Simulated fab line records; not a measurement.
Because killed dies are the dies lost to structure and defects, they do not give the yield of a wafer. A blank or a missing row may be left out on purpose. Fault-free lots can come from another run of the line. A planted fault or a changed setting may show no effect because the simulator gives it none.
fab line records ; flow n5-finfet
record lots=7; wafers=21
route steps=1938 shown BEOL_M7@1308 BEOL_M9@1404 BEOL_M10@1480
start-h: start of the lot's first displayed wafer, in hours after the record's first day ; wait-h: how many hours have passed since the lot's step before this one ; " unchanged from the row above ; L1.1+2: one row covering several wafers at once ; - no value present, or no start provided ; * or withheld: withheld ; < > ~ a bound
route shown NAME@n: names a module that has steps shown in the file, with the first one's number in the route ; usual: mean/standard deviation taken from wafers without a fault ; same: alike in all rows ; chamber/n: place in a boat ; sites: each site's reading ; _std_site: the standard deviation of these ; _edge_site: outer sites' mean less inner sites' ; radius-mm: for every site, how far away it sits from the centre of the wafer ; mask NAME#n: copy n ; behind: the tool/chamber that last shaped the wafer ; hold: what put the lot on hold/how long, in hours/how the hold closed ; device: whichever transistor did not switch (one of n, p or np) ; end of line: tests run on the same wafers once the route is complete ; a step without rows: its recipe alone ; killed: at the first sort, the dies lost to defects and structure; wafer yield is something else ; map: shows each die of a wafer: x if killed, . if not, _ if none is there
set.NAME: setting as actually run; set.NAME@STEP: the setting as run at that earlier step ; model.NAME: the simulator's own value behind a step, which no gauge read
lots where settings were altered on purpose, with a table for each step and a row for each wafer
## steps
# step N5_BEOL_M7_TRENCH_ETCH_37
# recipe chemistry=C4F6/O2; target-depth-a=934.78; target=SiCOH_lowk; time-s=31.2; ion-energy-ev=250; pressure-mtorr=30; source-w=345; bias-w=185; Ar_flow_sccm=300; C4F6_flow_sccm=10; O2_flow_sccm=10
# usual rf-vpp-V=662/4.2
lot.wafer;tool;chamber;start-h;wait-h;set.source-w;rf-vpp-V;model.etch.depth-nm;model.BEOL_M7.feature-depth-nm
L078.3;rie-diel-05;3;-;-;345;666;95.59;95.6
L078.5;rie-diel-05;0;-;-;345;666;96.49;96.4
L078.6;rie-diel-05;3;-;-;345;666;95.2;95.2
L081.1;rie-diel-06;2;-;-;345;666;91.46;91.4
L081.2;rie-diel-06;0;-;-;286.1;730;86.96;87
L081.4;rie-diel-06;3;-;-;286.1;722;87.09;87
L083.2;rie-diel-06;1;-;-;345;662;91.13;91.2
L083.5;rie-diel-06;3;-;-;345;656;92.86;92.8
L083.6;rie-diel-06;2;-;-;345;667;91.36;91.4
L082.1;rie-diel-02;3;-;-;397.1;620;100.5;100.4
L082.3;rie-diel-02;0;-;-;345;658;94.95;95
L082.6;rie-diel-02;0;-;-;397.1;614;100.4;100.4
L084.1;rie-diel-05;0;-;-;345;666;93.84;93.8
L084.3;rie-diel-05;3;-;-;361.5;650;94.75;94.8
L084.5;rie-diel-05;1;-;-;345;658;91.17;91.2
L096.2;rie-diel-06;1;-;-;345;662;90.6;90.6
L096.3;rie-diel-06;2;-;-;283.6;737;85.15;85.2
L096.6;rie-diel-06;2;-;-;345;667;91.76;91.8
L097.2;rie-diel-02;1;-;-;316.4;688;90.1;90
L097.3;rie-diel-02;3;-;-;316.4;695;92.3;92.4
L097.4;rie-diel-02;3;-;-;345;666;95.3;95.2
# step N5_BEOL_M7_ETCH_41
# recipe chemistry=CH3F/O2; target=SiCN; target-depth-a=319; taper-deg=2; time-s=57.8; ion-energy-ev=120; mask-material=TiN; pressure-mtorr=30; source-w=395; bias-w=75; Ar_flow_sccm=150; CH3F_flow_sccm=30; O2_flow_sccm=20
# step N5_BEOL_M7_STRIP_80
# recipe chemistry=N2/H2; time-s=10; power-w=450; temp-c=40; pressure-mtorr=20; rf-frequency-hz=6e+07; bias-power-w=7; n2-flow-sccm=200; h2-flow-sccm=200
# step N5_BEOL_M7_OCD_MEAS_38
# usual trench-depth-nm=93.2/1.5
lot.wafer;tool;chamber;start-h;wait-h;set.source-w@BEOL_M7_TRENCH_ETCH_37;trench-depth-nm
L078.3;ocd-01;-;213.96;-;345;95.6
L078.5;ocd-01;-;213.96;-;345;95.8
L078.6;ocd-01;-;213.96;-;345;94.8
L081.1;ocd-02;-;254.78;-;345;91.4
L081.2;ocd-02;-;254.78;-;286.1;87.3
L081.4;ocd-02;-;254.78;-;286.1;86.8
L083.2;ocd-01;-;255.55;-;345;91.4
L083.5;ocd-01;-;255.55;-;345;92.5
L083.6;ocd-01;-;255.55;-;345;91.7
L082.1;ocd-02;-;258.44;-;397.1;100.8
L082.3;ocd-02;-;258.44;-;345;95.3
L082.6;ocd-02;-;258.44;-;397.1;100.6
L084.1;ocd-01;-;258.95;-;345;93.5
L084.3;ocd-01;-;258.95;-;361.5;94.6
L084.5;ocd-01;-;258.95;-;345;91.2
L096.2;ocd-02;-;327.87;-;345;90.9
L096.3;ocd-02;-;327.87;-;283.6;84.7
L096.6;ocd-02;-;327.87;-;345;91.8
L097.2;ocd-02;-;334.32;-;316.4;89.9
L097.3;ocd-02;-;334.32;-;316.4;92.0
L097.4;ocd-02;-;334.32;-;345;95.7
# step N5_BEOL_M7_HM_STRIP_39
# recipe chemistry=peroxide-tin-strip; material=TiN; target-depth-a=250; temp-c=50; time-s=158
lot.wafer;tool;chamber;start-h;wait-h;set.temp-c@BEOL_M7_PECVD_70;model.SiO2_of_BEOL_M7_PECVD_70.thk-nm
L078.3+5;wet-bench-05;2,4;213.99;0.0;400;19.8
L078.6;wet-bench-05;1;213.99;0.0;400;19.6
L081.1;wet-bench-05;4;254.81;0.0;400;19.4
L081.2;wet-bench-05;1;254.81;0.0;400;19.2
L081.4;wet-bench-05;6;254.81;0.0;400;19.6
L083.2;wet-bench-05;6;255.58;0.0;400;19.8
L083.5;wet-bench-05;7;255.58;0.0;400;20.2
L083.6;wet-bench-05;5;255.58;0.0;400;20
L082.1+3;wet-bench-03;6,2;258.48;0.0;400;19.6
L082.6;wet-bench-03;7;258.48;0.0;400;19.8
L084.1+3;wet-bench-05;7,3;258.98;0.0;400;19.6
L084.5;wet-bench-05;4;258.98;0.0;382.8;22.2
L096.2+6;wet-bench-03;3,4;327.90;0.0;400;19.8
L096.3;wet-bench-03;6;327.90;0.0;407.5;18.6
L097.2;wet-bench-02;4;334.36;0.0;409.2;18.2
L097.3;wet-bench-02;3;334.36;0.0;400;19.6
L097.4;wet-bench-02;7;334.36;0.0;400;19.4
# step N5_BEOL_M7_SRD_40
# recipe time-s=30; temp-c=23; rinse-liquid=diw; dry=ipa-marangoni
# step N5_BEOL_M7_PRECLEAN_42
# recipe chemistry=residue-remover; time-s=60; temp-c=40
# step N5_BEOL_M7_ECD_50
# recipe material=Cu; target-thk-a=3000
# step N5_BEOL_M7_ANNEAL_51
# recipe temp-c=225; time-s=90; ambient=N2
# step N5_BEOL_M7_CMP_52
# recipe stop-on=SiCOH_lowk; t-overpolish-s=6.9; down-force-psi=1; platen-rpm=50; clearing-platen-down-force-psi=1.5; clearing-platen-rpm=50; post-cmp-clean=cu-alkaline; target-thk-nm=80; clearing-platen-pad-velocity-m-s=0.99484; pad-velocity-m-s=0.99484
lot.wafer;tool;chamber;start-h;wait-h;set.source-w@BEOL_M7_TRENCH_ETCH_37;model.Cu_of_BEOL_M7_ECD_50.thk-nm
L078.3;cmp-03;0;216.08;0.3;345;81.4
L078.6;cmp-03;1;216.08;0.3;345;81
L078.5;cmp-03;2;216.08;0.3;345;82.2
L081.1;cmp-03;1;256.85;0.3;345;76.8
L081.4;cmp-03;3;256.85;0.3;286.1;74
L081.2;cmp-03;0;256.85;0.3;286.1;73.8
L083.2;cmp-03;1;258.58;0.3;345;77.4
L083.6;cmp-03;3;258.58;0.3;345;78
L083.5;cmp-03;0;258.58;0.3;345;79.8
L082.1+6;cmp-03;3;260.92;0.3;397.1;86.4
L082.3;cmp-03;1;260.92;0.3;345;80.2
L084.3;cmp-03;2;262.34;0.2;361.5;81
L084.1;cmp-03;1;262.34;0.2;345;79.4
L084.5;cmp-03;3;262.34;0.2;345;78.2
L096.3;cmp-01;2;331.56;0.2;283.6;69.8
L096.2;cmp-01;0;331.56;0.2;345;75.8
L096.6;cmp-01;2;331.56;0.2;345;78.2
L097.4;cmp-03;3;336.38;0.1;345;81
L097.2;cmp-03;1;336.38;0.1;316.4;74.2
L097.3;cmp-03;2;336.38;0.1;316.4;77.2
# step N5_BEOL_M7_THK_MEAS_53
# recipe thk-meas-gauge=xrf; reads=Cu_of_BEOL_M7_ECD_50
# usual M7_THK=81.2/1.8
lot.wafer;tool;chamber;start-h;wait-h;set.source-w@BEOL_M7_TRENCH_ETCH_37;M7_THK[nm]
L078.3;film-metro-02;-;216.26;-;345;83.9
L078.5;film-metro-02;-;216.26;-;345;84.1
L078.6;film-metro-02;-;216.26;-;345;83.0
L081.1;film-metro-02;-;257.14;-;345;78.5
L081.2;film-metro-02;-;257.14;-;286.1;75.7
L081.4;film-metro-02;-;257.14;-;286.1;75.2
L083.2;film-metro-01;-;258.80;-;345;79.7
L083.5;film-metro-01;-;258.80;-;345;82.1
L083.6;film-metro-01;-;258.80;-;345;80.6
L082.1;film-metro-02;-;261.21;-;397.1;88.3
L082.3;film-metro-02;-;261.21;-;345;81.8
L082.6;film-metro-02;-;261.21;-;397.1;88.2
L084.1;film-metro-01;-;262.63;-;345;80.7
L084.3;film-metro-01;-;262.63;-;361.5;82.7
L084.5;film-metro-01;-;262.63;-;345;79.4
L096.2;film-metro-01;-;331.81;-;345;77.5
L096.3;film-metro-01;-;331.81;-;283.6;71.2
L096.6;film-metro-01;-;331.81;-;345;80.1
L097.2;film-metro-02;-;336.68;-;316.4;75.7
L097.3;film-metro-02;-;336.68;-;316.4;79.1
L097.4;film-metro-02;-;336.68;-;345;83.0
# step N5_BEOL_M7_PRE_CLEAN_55
# recipe gas=NH3; time-s=15; temp-c=withheld; rf-power-w=300
# step N5_BEOL_M7_DEP_56
# recipe material=SiCN; target-thk-a=100; temp-c=withheld; precursor=3MS/NH3; pressure-torr=3; rf-w=202; time-s=17.5
# step N5_BEOL_M7_RS_MEAS_57
# recipe thk-meas-gauge=four-point-probe; reads=Cu_of_BEOL_M7_ECD_50+Co_of_BEOL_M7_CVD_78+TaN_of_BEOL_M7_ALD_77
# usual M7_RS=0.288/0.0075
lot.wafer;tool;chamber;start-h;wait-h;set.source-w@BEOL_M7_TRENCH_ETCH_37;M7_RS[ohm/sq]
L078.3;film-metro-02;-;216.42;0.1;345;0.280
L078.5;film-metro-02;-;216.42;0.1;345;0.277
L078.6;film-metro-02;-;216.42;0.1;345;0.281
L081.1;film-metro-01;-;257.27;0.1;345;0.300
L081.2;film-metro-01;-;257.27;0.1;286.1;0.314
L081.4;film-metro-01;-;257.27;0.1;286.1;0.313
L083.2;film-metro-01;-;258.93;0.1;345;0.298
L083.5;film-metro-01;-;258.93;0.1;345;0.287
L083.6;film-metro-01;-;258.93;0.1;345;0.295
L082.1;film-metro-02;-;261.34;0.1;397.1;0.261
L082.3;film-metro-02;-;261.34;0.1;345;0.285
L082.6;film-metro-02;-;261.34;0.1;397.1;0.261
L084.1;film-metro-02;-;262.76;0.1;345;0.289
L084.3;film-metro-02;-;262.76;0.1;361.5;0.282
L084.5;film-metro-02;-;262.76;0.1;345;0.294
L096.2;film-metro-01;-;331.95;0.1;345;0.304
L096.3;film-metro-01;-;331.95;0.1;283.6;0.336
L096.6;film-metro-01;-;331.95;0.1;345;0.294
L097.2;film-metro-01;-;336.81;0.1;316.4;0.312
L097.3;film-metro-01;-;336.81;0.1;316.4;0.298
L097.4;film-metro-01;-;336.81;0.1;345;0.281
# step N5_BEOL_M9_PECVD_70
# recipe material=SiO2; target-thk-a=200; temp-c=400; precursor=TEOS/O2; pressure-torr=5.5; rf-w=450; teos-flow-sccm=53.8; gas=O2; flow-sccm=3000; time-s=22.7
lot.wafer;tool;chamber;start-h;wait-h;set.time-s;model.SiO2_of_BEOL_M9_PECVD_70.thk-nm
L078.3;pecvd-02;1;224.46;0.0;21.29;18.8
L078.5;pecvd-02;1;224.46;0.0;22.7;20
L078.6;pecvd-02;2;224.46;0.0;22.7;20.2
L081.1+2;pecvd-03;2,1;266.52;0.0;19.5;17.4
L081.4;pecvd-03;0;266.52;0.0;22.7;20.4
L083.2;pecvd-01;2;267.01;0.0;22.7;19.8
L083.5;pecvd-01;0;267.01;0.0;22.7;20.2
L083.6;pecvd-01;1;267.01;0.0;22.7;20.4
L082.1;pecvd-02;0;272.98;0.0;26;22.8
L082.3;pecvd-02;1;272.98;0.0;22.7;19.6
L082.6;pecvd-02;0;272.98;0.0;22.7;20.2
L084.1;pecvd-01;2;273.05;0.0;23.88;21.4
L084.3;pecvd-01;1;273.05;0.0;23.88;21.2
L084.5;pecvd-01;1;273.05;0.0;22.7;20.4
L096.2+6;pecvd-03;1,2;344.45;0.0;22.7;20.2
L096.3;pecvd-03;2;344.45;0.0;22.7;20
L097.2;pecvd-01;2;346.38;0.0;22.7;20
L097.3;pecvd-01;1;346.38;0.0;25.74;22.4
L097.4;pecvd-01;1;346.38;0.0;22.7;20.2
# step N5_BEOL_M9_HM_DEP_02
# recipe material=TiN; target-thk-a=200; temp-c=25; chamber-pressure-pa=0.49996
lot.wafer;tool;chamber;start-h;wait-h;set.target-thk-a;model.TiN_of_BEOL_M9_HM_DEP_02.thk-nm
L078.3+6;pvd-sputter-02;-;225.02;0.5;200;19.6
L078.5;pvd-sputter-02;-;225.02;0.5;200;19.8
L081.1+4;pvd-sputter-01;-;269.76;3.2;200;20
L081.2;pvd-sputter-01;-;269.76;3.2;180.9;17.8
L083.2+5+6;pvd-sputter-03;-;270.00;3.0;200;20
L082.1+3+6;pvd-sputter-01;-;273.46;0.5;200;20
L084.1;pvd-sputter-02;-;273.63;0.6;200;19.8
L084.3;pvd-sputter-02;-;273.63;0.6;191.4;18.8
L084.5;pvd-sputter-02;-;273.63;0.6;200;19.6
L096.2+6;pvd-sputter-01;-;344.63;0.2;200;20.4
L096.3;pvd-sputter-01;-;344.63;0.2;223.3;22.8
L097.2;pvd-sputter-02;-;348.42;2.0;200;19.6
L097.3+4;pvd-sputter-02;-;348.42;2.0;200;19.8
# step N5_BEOL_M9_COAT_59
# recipe resist=SOC; temp-c=250; time-s=60; spin-rpm=1500; resist-thk-nm=100
# step N5_BEOL_M9_COAT_60
# recipe resist=SiARC; temp-c=220; time-s=60; spin-rpm=1500; resist-thk-nm=30
# step N5_BEOL_M9_STRIP_68
# recipe chemistry=N2/H2; temp-c=40; n2-flow-sccm=200; h2-flow-sccm=200; rf-frequency-hz=6e+07
# step N5_BEOL_M9_STRIP_67
# recipe chemistry=CF4; resist=SiARC; power-w=300; bias-power-w=75; pressure-mtorr=50; cf4-flow-sccm=150; rf-frequency-hz=6e+07
# step N5_BEOL_M9_HM_OPEN_17
# recipe chemistry=Cl2/BCl3; target-depth-a=200; overetch-a=60; target=TiN; mask-material=SOC; ion-energy-ev=150; pressure-mtorr=10; icp-w=1000; bias-w=126; Cl2_flow_sccm=53.25; bcl3-flow-sccm=21.75; Ar_flow_sccm=25
lot.wafer;tool;chamber;start-h;wait-h;set.target-thk-a@BEOL_M9_HM_DEP_02;model.etch.depth-nm
L078.3;rie-metal-03;1;225.78;0.1;200;19.58
L078.5;rie-metal-03;1;225.78;0.1;200;19.71
L078.6;rie-metal-03;0;225.78;0.1;200;19.69
L081.1;rie-metal-03;0;270.62;0.0;200;19.92
L081.2;rie-metal-03;1;270.62;0.0;180.9;17.85
L081.4;rie-metal-03;0;270.62;0.0;200;19.93
L083.2+5;rie-metal-01;1;270.73;0.0;200;19.94
L083.6;rie-metal-01;0;270.73;0.0;200;20.1
L082.1;rie-metal-02;1;274.32;0.0;200;20.07
L082.3;rie-metal-02;1;274.32;0.0;200;20.1
L082.6;rie-metal-02;0;274.32;0.0;200;20.06
L084.1;rie-metal-03;1;274.48;0.0;200;19.71
L084.3;rie-metal-03;1;274.48;0.0;191.4;18.81
L084.5;rie-metal-03;0;274.48;0.0;200;19.64
L096.2;rie-metal-02;0;345.50;0.0;200;20.35
L096.3;rie-metal-02;1;345.50;0.0;223.3;22.7
L096.6;rie-metal-02;1;345.50;0.0;200;20.42
L097.2;rie-metal-03;1;349.44;0.0;200;19.58
L097.3;rie-metal-03;1;349.44;0.0;200;19.71
L097.4;rie-metal-03;0;349.44;0.0;200;19.8
# step N5_BEOL_M9_STRIP_19
# recipe chemistry=O2; power-w=400; temp-c=40; pressure-mtorr=30; rf-frequency-hz=6e+07; bias-power-w=0; overash-fraction=0.2; o2-flow-sccm=225
# step N5_BEOL_M9_STRIP_73
# recipe chemistry=C4F6/O2; resist=SiARC; rf-frequency-hz=6e+07
# step N5_BEOL_M9_STRIP_36
# recipe chemistry=N2/H2; power-w=450; temp-c=40; pressure-mtorr=20; rf-frequency-hz=6e+07; overash-fraction=0.3; bias-power-w=7; h2-frac=0.5; n2-flow-sccm=200; h2-flow-sccm=200
# step N5_BEOL_M9_TRENCH_ETCH_37
# recipe chemistry=C4F6/O2; target-depth-a=1514.3; target=SiCOH_lowk; time-s=49; ion-energy-ev=250; pressure-mtorr=30; source-w=345; bias-w=185; Ar_flow_sccm=300; C4F6_flow_sccm=10; O2_flow_sccm=10
lot.wafer;tool;chamber;start-h;wait-h;set.target-thk-a@BEOL_M9_HM_DEP_02;model.TiN_of_BEOL_M9_HM_DEP_02.thk-nm
L078.3+5+6;rie-diel-02;0,3,0;-;-;200;15.4
L081.1+4;rie-diel-05;3,2;-;-;200;15.8
L081.2;rie-diel-05;1;-;-;180.9;13.8
L083.2+5;rie-diel-06;0,2;-;-;200;15.8
L083.6;rie-diel-06;1;-;-;200;16
L082.1+6;rie-diel-06;0;-;-;200;15.8
L082.3;rie-diel-06;2;-;-;200;16
L084.1;rie-diel-05;1;-;-;200;15.6
L084.3;rie-diel-05;2;-;-;191.4;14.6
L084.5;rie-diel-05;2;-;-;200;15.4
L096.2;rie-diel-06;2;-;-;200;16.2
L096.3;rie-diel-06;1;-;-;223.3;18.6
L096.6;rie-diel-06;1;-;-;200;16.4
L097.2+3;rie-diel-05;3,0;-;-;200;15.4
L097.4;rie-diel-05;2;-;-;200;15.6
# step N5_BEOL_M9_ETCH_41
# recipe chemistry=CH3F/O2; target=SiCN; target-depth-a=366; taper-deg=2; time-s=70.1; ion-energy-ev=120; mask-material=TiN; pressure-mtorr=30; source-w=395; bias-w=75; Ar_flow_sccm=150; CH3F_flow_sccm=30; O2_flow_sccm=20
# step N5_BEOL_M9_STRIP_80
# recipe chemistry=N2/H2; time-s=10; power-w=450; temp-c=40; pressure-mtorr=20; rf-frequency-hz=6e+07; bias-power-w=7; n2-flow-sccm=200; h2-flow-sccm=200
# step N5_BEOL_M9_HM_STRIP_39
# recipe chemistry=peroxide-tin-strip; material=TiN; target-depth-a=250; temp-c=50; time-s=158
lot.wafer;tool;chamber;start-h;wait-h;set.time-s@BEOL_M9_PECVD_70;model.SiO2_of_BEOL_M9_PECVD_70.thk-nm
L078.3;wet-bench-02;7;226.95;0.0;21.29;18.6
L078.5;wet-bench-02;3;226.95;0.0;22.7;19.8
L078.6;wet-bench-02;1;226.95;0.0;22.7;20
L081.1+2;wet-bench-05;2,3;271.85;0.0;19.5;17.2
L081.4;wet-bench-05;6;271.85;0.0;22.7;20.2
L083.2;wet-bench-02;1;271.88;0.0;22.7;19.8
L083.5;wet-bench-02;4;271.88;0.0;22.7;20
L083.6;wet-bench-02;2;271.88;0.0;22.7;20.2
L082.1;wet-bench-02;1;275.41;0.0;26;22.6
L082.3;wet-bench-02;4;275.41;0.0;22.7;19.4
L082.6;wet-bench-02;3;275.41;0.0;22.7;20.2
L084.1+3;wet-bench-02;5,4;275.79;0.0;23.88;21.2
L084.5;wet-bench-02;6;275.79;0.0;22.7;20.4
L096.2+3;wet-bench-05;5,0;348.68;0.0;22.7;20
L096.6;wet-bench-05;6;348.68;0.0;22.7;20.2
L097.2;wet-bench-03;4;351.82;0.0;22.7;19.8
L097.3;wet-bench-03;3;351.82;0.0;25.74;22.2
L097.4;wet-bench-03;2;351.82;0.0;22.7;20
# step N5_BEOL_M10_EXPOSE_08
# recipe mask-id=M10; na=1.35; source-shape=dipole; sigma-inner=0.411; sigma-outer=0.611; polarization=te; dose-mj=53.75
lot.wafer;tool;chamber;start-h;wait-h;mask;set.dose-mj
L078.3+6;arfi-scanner-01;0;232.82;-;M10#0;53.75
L078.5;arfi-scanner-01;0;232.82;-;M10#0;49.88
L083.2+5+6;arfi-scanner-02;0;276.98;-;M10#0;53.75
L081.1;arfi-scanner-01;0;277.14;-;M10#0;53.75
L081.2+4;arfi-scanner-01;0;277.14;-;M10#0;57.3
L082.1+3;arfi-scanner-01;0;280.52;-;M10#0;55.13
L082.6;arfi-scanner-01;0;280.52;-;M10#0;53.75
L084.1+3;arfi-scanner-01;0;280.62;-;M10#0;51.52
L084.5;arfi-scanner-01;0;280.62;-;M10#0;53.75
L096.2+3+6;arfi-scanner-03;0;353.14;-;M10#0;53.75
L097.2;arfi-scanner-03;0;356.35;-;M10#0;53.75
L097.3+4;arfi-scanner-03;0;356.35;-;M10#0;55.14
# step N5_BEOL_M10_PEB_09
# recipe peb-temp-c=withheld; peb-time-s=60; resist=CAR-ArF
# step N5_BEOL_M10_DEVELOP_10
# recipe develop-time-s=30; developer=TMAH; resist=CAR-ArF; rinse-liquid=diw; dry=air-spin; dev-temp-c=23
# step N5_BEOL_M10_CD_MEAS_11
# recipe target-cd-nm=64.1; landing-energy-ev=500; detector=se-inlens; polarity=opening
# usual cd-nm=64.0/0.44
lot.wafer;tool;chamber;start-h;wait-h;set.dose-mj@BEOL_M10_EXPOSE_08;cd-nm
L078.3;cd-sem-02;0;232.94;-;53.75;63.9
L078.5;cd-sem-02;0;232.94;-;49.88;60.2
L078.6;cd-sem-02;0;232.94;-;53.75;64.4
L083.2;cd-sem-03;0;277.10;-;53.75;64.4
L083.5;cd-sem-03;0;277.10;-;53.75;63.3
L083.6;cd-sem-03;0;277.10;-;53.75;63.5
L081.1;cd-sem-02;0;277.26;-;53.75;64.2
L081.2;cd-sem-02;0;277.26;-;57.3;68.4
L081.4;cd-sem-02;0;277.26;-;57.3;68.6
L082.1;cd-sem-03;0;280.65;-;55.13;66.0
L082.3;cd-sem-03;0;280.65;-;55.13;65.5
L082.6;cd-sem-03;0;280.65;-;53.75;64.4
L084.1;cd-sem-02;0;280.74;-;51.52;61.3
L084.3;cd-sem-02;0;280.74;-;51.52;61.6
L084.5;cd-sem-02;0;280.74;-;53.75;64.1
L096.2;cd-sem-02;0;353.26;-;53.75;63.9
L096.3;cd-sem-02;0;353.26;-;53.75;63.6
L096.6;cd-sem-02;0;353.26;-;53.75;64.1
L097.2;cd-sem-02;0;356.47;-;53.75;64.2
L097.3;cd-sem-02;0;356.47;-;55.14;65.0
L097.4;cd-sem-02;0;356.47;-;55.14;65.0
## key
split step=N5_BEOL_M7_TRENCH_ETCH_37; setting=source-w; stated=345; by=wafer
response step=N5_BEOL_M7_TRENCH_ETCH_37; reading=rf-vpp-V; change=-3.46; per=1%; r=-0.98
response step=N5_BEOL_M7_TRENCH_ETCH_37; reading=model.etch.depth-nm; change=+0.335; per=1%; r=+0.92
response step=N5_BEOL_M7_TRENCH_ETCH_37; reading=model.BEOL_M7.feature-depth-nm; change=+0.332; per=1%; r=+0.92
response step=N5_BEOL_M7_OCD_MEAS_38; reading=trench-depth-nm; change=+0.35; per=1%; r=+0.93
response step=N5_BEOL_M7_CMP_52; reading=model.Cu_of_BEOL_M7_ECD_50.thk-nm; change=+0.351; per=1%; r=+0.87
response step=N5_BEOL_M7_THK_MEAS_53; reading=M7_THK; change=+0.37; per=1%; r=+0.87
response step=N5_BEOL_M7_RS_MEAS_57; reading=M7_RS; change=-0.0016; per=1%; r=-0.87
split step=N5_BEOL_M9_PECVD_70; setting=time-s; stated=22.7; by=wafer
response step=N5_BEOL_M9_PECVD_70; reading=model.SiO2_of_BEOL_M9_PECVD_70.thk-nm; change=+0.195; per=1%; r=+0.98
response step=N5_BEOL_M9_HM_STRIP_39; reading=model.SiO2_of_BEOL_M9_PECVD_70.thk-nm; change=+0.192; per=1%; r=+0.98
split step=N5_BEOL_M9_HM_DEP_02; setting=target-thk-a; stated=200; by=wafer
response step=N5_BEOL_M9_HM_DEP_02; reading=model.TiN_of_BEOL_M9_HM_DEP_02.thk-nm; change=+0.215; per=1%; r=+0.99
response step=N5_BEOL_M9_HM_OPEN_17; reading=model.etch.depth-nm; change=+0.206; per=1%; r=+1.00
response step=N5_BEOL_M9_TRENCH_ETCH_37; reading=model.TiN_of_BEOL_M9_HM_DEP_02.thk-nm; change=+0.203; per=1%; r=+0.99
split step=N5_BEOL_M10_EXPOSE_08; setting=dose-mj; stated=53.75; by=wafer
response step=N5_BEOL_M10_CD_MEAS_11; reading=cd-nm; change=+0.582; per=1%; r=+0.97
split outside-this-file step=N5_BEOL_M7_PECVD_70 setting=temp-c
# split outside-this-file: this setting was split too, and the file shows its column; the key of that split is in another file
